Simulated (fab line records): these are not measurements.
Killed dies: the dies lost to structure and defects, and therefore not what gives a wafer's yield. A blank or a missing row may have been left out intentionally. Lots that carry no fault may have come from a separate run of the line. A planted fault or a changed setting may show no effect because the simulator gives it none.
Chamber matching -- flow n5-finfet -- N5_BEOL_M13_DESCUM_15 on rie-diel-03 has 4 sister chambers
The step chemistry O2, time 7.9 s. 4 wafers are shown with their chamber, then 11 later ones without.

== EACH WAFER AND ITS CHAMBER ==
wafer,chamber,showerhead-plenum-p-Torr (Torr)
L075.6,2,2.09
L085.1,1,2.04
L085.6,0,2.00
L090.2,3,2.15

== WAFERS WITHOUT THEIR CHAMBER ==
wafer,showerhead-plenum-p-Torr (Torr)
L090.5,2.08
L090.6,2.15
L094.1,1.99
L094.3,2.15
L094.5,2.15
L097.1,1.99
L097.2,2.07
L097.6,2.15
L096.3,2.15
L096.5,2.15
L096.6,1.99

== THE CHAMBER EACH PASSED THROUGH ==
wafer,from the rows above,in truth
L090.5,2,2
L090.6,3,3
L094.1,0,0
L094.3,3,3
L094.5,3,3
L097.1,0,0
L097.2,can't be placed: 2 or 1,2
L097.6,3,3
L096.3,3,3
L096.5,3,3
L096.6,0,0
Correct placement for 10 of the 11. Can't be placed from these rows: 1 (the true chamber is among the candidates in 1). Placed wrongly: 0.
How it was worked out, from the rows above alone: a wafer's distance from a chamber is the root of the sum, over the readings, of the square of ((its reading less the chamber's mean) divided by the reading's scatter). If the next closest chamber is less than 2 further off than the closest, the wafer can't be placed; otherwise it belongs to the closest. Each chamber's mean is taken over the wafers shown for it. The scatter: with one shown wafer a chamber, the root of the mean of the squares of how far each hidden wafer lies from its nearest shown one.
